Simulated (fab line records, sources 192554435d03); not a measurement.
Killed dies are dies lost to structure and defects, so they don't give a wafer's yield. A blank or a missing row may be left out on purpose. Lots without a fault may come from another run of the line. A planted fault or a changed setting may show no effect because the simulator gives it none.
Which tool did it? | flow n5_finfet | 10 lots, 30 wafers sampled, at 6 steps of a route of 1938

WHAT THE GAUGES READ, wafer by wafer
N5_BEOL_M1_INSPECT_59: inspects for defects (darkfield). Usual: raw_defect_count 67, standard deviation 19.
lot  | measured     | on                | raw_defect_count | flag
L690 | day 6 09:38  | defect_inspect-01 | 77 68 74         |
L692 | day 7 07:03  | defect_inspect-01 | 52 67 56         |
L693 | day 7 08:12  | defect_inspect-02 | 73 52 85         |
L696 | day 8 05:34  | defect_inspect-02 | 44 71 45         |
L700 | day 8 23:53  | defect_inspect-01 | 100 87 118       |
L702 | day 9 16:42  | defect_inspect-01 | 26 48 41         |
L703 | day 9 18:21  | defect_inspect-02 | 90 66 49         |
L708 | day 11 03:28 | defect_inspect-02 | 95 48 64         |
L710 | day 11 06:02 | defect_inspect-01 | 48 58 61         |
L709 | day 11 08:00 | defect_inspect-01 | 41 44 69         |

N5_BEOL_M2_CD_MEAS_28: target cd 26.2 nm, target cd y 24.1 nm. Usual: cd_nm 26.30 nm, standard deviation 0.24.
lot  | measured     | on        | cd_nm (nm)        | flag
L690 | day 6 11:45  | cd_sem-01 | 26.11 25.90 26.41 |
L692 | day 7 09:23  | cd_sem-02 | 26.37 26.24 26.25 |
L693 | day 7 11:56  | cd_sem-03 | 26.05 26.61 26.39 |
L696 | day 8 09:01  | cd_sem-01 | 26.37 25.79 26.01 |
L700 | day 9 03:38  | cd_sem-02 | 26.22 26.33 26.44 |
L702 | day 9 20:31  | cd_sem-02 | 25.96 26.45 26.24 |
L703 | day 9 20:56  | cd_sem-01 | 26.21 25.89 26.35 |
L708 | day 11 06:50 | cd_sem-02 | 26.16 26.01 26.19 |
L710 | day 11 08:57 | cd_sem-02 | 26.09 26.31 26.35 |
L709 | day 11 09:57 | cd_sem-03 | 26.20 26.47 26.67 |

N5_BEOL_M2_OVL_MEAS_29. Usual: V1_OVL 0.1 nm, standard deviation 0.66.
lot  | measured     | on         | V1_OVL (nm)    | flag
L690 | day 6 11:47  | overlay-01 | -0.9 -0.8 -0.1 |
L692 | day 7 09:25  | overlay-01 | 0.9 1.3 0.3    |
L693 | day 7 11:58  | overlay-01 | -1.3 -0.8 0.1  |
L696 | day 8 09:03  | overlay-01 | -0.6 -0.8 -0.1 |
L700 | day 9 03:40  | overlay-01 | 0.5 0.4 0.9    |
L702 | day 9 20:34  | overlay-02 | -0.4 -0.4 -0.7 |
L703 | day 9 20:58  | overlay-02 | 5.0 5.8 5.3    | OFF
L708 | day 11 06:53 | overlay-02 | 5.1 5.1 4.4    | OFF
L710 | day 11 08:59 | overlay-02 | 0.4 1.0 0.1    |
L709 | day 11 09:59 | overlay-01 | -0.2 1.0 -0.2  |

N5_BEOL_M4_RC_MEAS_101. Usual: DIBL_N 36.3 mV/V, standard deviation 1.2; DIBL_P 36.1 mV/V, standard deviation 1.6; IOFF_N 0.161 nA/um, standard deviation 0.023; IOFF_P 0.209 nA/um, standard deviation 0.027; ION_N 676 uA/um, standard deviation 8.9; ION_P 462 uA/um, standard deviation 5.3; SS_N 71.5 mV/dec, standard deviation 0.51; SS_P 73.2 mV/dec, standard deviation 0.5; VT_N 249.1 mV, standard deviation 2.5; VT_P -249.9 mV, standard deviation 2.8.
lot  | measured     | on        | DIBL_N (mV/V)  | DIBL_P (mV/V)  | IOFF_N (nA/um)    | IOFF_P (nA/um)    | ION_N (uA/um) | ION_P (uA/um) | SS_N (mV/dec)  | SS_P (mV/dec)  | VT_N (mV)         | VT_P (mV)            | flag
L690 | day 7 12:20  | prober-02 | 36.5 35.7 34.8 | 36.8 35.0 33.1 | 0.164 0.142 0.129 | 0.203 0.183 0.157 | 671 672 667   | 460 457 451   | 71.8 70.8 71.7 | 72.7 73.3 73.5 | 246.1 247.2 250.9 | -251.8 -253.2 -255.5 |
L692 | day 8 12:03  | prober-01 | 36.8 37.7 36.8 | 35.5 35.8 34.7 | 0.161 0.174 0.162 | 0.221 0.220 0.213 | 675 674 664   | 463 466 460   | 71.3 71.2 71.5 | 73.0 73.1 73.5 | 250.1 250.3 248.5 | -248.8 -249.0 -247.3 |
L693 | day 8 14:11  | prober-02 | 35.7 34.9 34.4 | 34.7 33.4 33.8 | 0.146 0.125 0.125 | 0.190 0.172 0.180 | 672 666 667   | 463 457 464   | 71.5 70.9 71.1 | 72.8 72.9 72.9 | 252.3 252.6 252.0 | -249.1 -253.1 -251.7 |
L696 | day 9 12:39  | prober-02 | 36.5 37.4 37.1 | 35.8 37.8 37.4 | 0.158 0.188 0.198 | 0.203 0.239 0.240 | 669 675 683   | 459 459 466   | 71.6 71.5 71.6 | 73.5 73.4 74.4 | 249.0 248.5 248.4 | -249.5 -247.8 -247.9 |
L700 | day 10 10:28 | prober-01 | 36.6 36.6 36.2 | 36.6 37.1 36.4 | 0.164 0.165 0.150 | 0.206 0.209 0.196 | 684 687 673   | 463 465 457   | 71.7 71.4 70.7 | 72.9 73.7 73.0 | 246.6 249.3 248.3 | -249.0 -247.0 -250.7 |
L702 | day 11 06:47 | prober-02 | 36.9 35.8 36.5 | 36.3 35.2 35.7 | 0.165 0.153 0.152 | 0.255 0.231 0.236 | 678 678 671   | 471 470 467   | 71.0 71.1 71.5 | 72.7 72.7 73.2 | 247.4 244.7 248.8 | -244.3 -244.4 -244.2 |
L703 | day 11 01:43 | prober-02 | 38.5 38.4 36.0 | 37.1 37.0 35.3 | 0.182 0.186 0.138 | 0.229 0.229 0.193 | 678 671 658   | 466 459 455   | 72.4 72.5 71.4 | 73.8 73.3 73.3 | 249.7 249.1 255.3 | -249.3 -247.8 -251.9 |
L708 | day 12 11:00 | prober-02 | 38.6 36.7 37.9 | 37.3 34.8 36.1 | 0.201 0.159 0.188 | 0.248 0.206 0.235 | 679 669 688   | 465 455 474   | 72.6 71.6 71.8 | 73.9 73.2 73.5 | 247.0 250.7 248.7 | -248.7 -250.7 -246.2 |
L710 | day 12 14:43 | prober-02 | 36.8 38.2 37.9 | 37.2 37.8 37.5 | 0.177 0.200 0.186 | 0.220 0.232 0.225 | 679 688 680   | 460 462 467   | 72.2 71.8 72.0 | 73.3 73.2 72.1 | 249.4 247.3 247.4 | -250.5 -247.2 -249.5 |
L709 | day 12 14:46 | prober-01 | 36.1 35.7 36.0 | 35.0 34.4 35.0 | 0.166 0.149 0.155 | 0.211 0.200 0.201 | 678 675 680   | 459 460 468   | 71.1 71.5 71.2 | 72.2 72.8 72.9 | 248.8 249.9 250.0 | -248.8 -248.3 -248.5 |

WHICH TOOL RAN EACH LOT (tool, then ch and the chambers of the sampled wafers, then the start)
lot  | N5_BEOL_M2_HM_DEP_02         | N5_BEOL_M2_EXPOSE_25
L690 | pvd_sputter-03, day 6 10:03  | euv_scanner-01 ch 0, day 6 11:37
L692 | pvd_sputter-02, day 7 07:44  | euv_scanner-02 ch 0, day 7 09:14
L693 | pvd_sputter-03, day 7 10:17  | euv_scanner-01 ch 0, day 7 11:47
L696 | pvd_sputter-01, day 8 07:22  | euv_scanner-02 ch 0, day 8 08:52
L700 | pvd_sputter-01, day 9 02:03  | euv_scanner-02 ch 0, day 9 03:30
L702 | pvd_sputter-01, day 9 18:53  | euv_scanner-02 ch 0, day 9 20:23
L703 | pvd_sputter-03, day 9 19:18  | euv_scanner-02 ch 0, day 9 20:48
L708 | pvd_sputter-02, day 11 05:19 | euv_scanner-02 ch 0, day 11 06:43
L710 | pvd_sputter-01, day 11 07:34 | euv_scanner-01 ch 0, day 11 08:49
L709 | pvd_sputter-02, day 11 08:35 | euv_scanner-01 ch 0, day 11 09:49
- N5_BEOL_M2_HM_DEP_02: deposits TiN, target thk 20 nm.
- N5_BEOL_M2_EXPOSE_25: exposes mask V1, defocus 5 nm.

WHAT THE TOOLS THEMSELVES READ (means of the sampled wafers that have a number; where no wafer has one, the mark that the record gives instead)
N5_BEOL_M2_HM_DEP_02. Usual: throttle_valve_pct 29.8 %, standard deviation 1.3.
lot  | tool           | throttle_valve_pct (%) | flag
L690 | pvd_sputter-03 | 30.6                   |
L692 | pvd_sputter-02 | 30.4                   |
L693 | pvd_sputter-03 | 30.9                   |
L696 | pvd_sputter-01 | 27.9                   |
L700 | pvd_sputter-01 | 29.3                   |
L702 | pvd_sputter-01 | 28.0                   |
L703 | pvd_sputter-03 | 29.8                   |
L708 | pvd_sputter-02 | 30.4                   |
L710 | pvd_sputter-01 | 27.8                   |
L709 | pvd_sputter-02 | 30.5                   |

THE ANSWER, worked out from the rows above alone
Rule: a lot is off if the mean of its wafers that have a number lies more than 3 standard deviations from the usual mean. A lot without any number at a reading at which 4 lots or more have one is off too. The other lots that the step has rows for count as sound. The gauges are gone through in route order, then the tools' own readings, and for those a lot's mean is taken as printed above. The first step at which some lot is off is used, and at that step the reading that is off furthest; a lot without a number counts as furthest.
Off: L703, L708, at N5_BEOL_M2_OVL_MEAS_29 (V1_OVL).
A tool fits if, at a process step before that reading, it ran every lot that is off, and no sound lot after the first of them. The gauges at N5_BEOL_M2_OVL_MEAS_29 are tried like those tools. One fits: euv_scanner-02 at N5_BEOL_M2_EXPOSE_25. Its last sound lot is L702 (day 9 20:23), its first lot that is off L703 (day 9 20:48): a fault that began between those two fits.

WHAT THE SIMULATOR HAD PUT IN
Scanner matching overlay: euv_scanner-02, from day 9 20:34 on, at N5_BEOL_M2_EXPOSE_25. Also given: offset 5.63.
Lots struck among those shown: L703, L708. The rule above found the same.
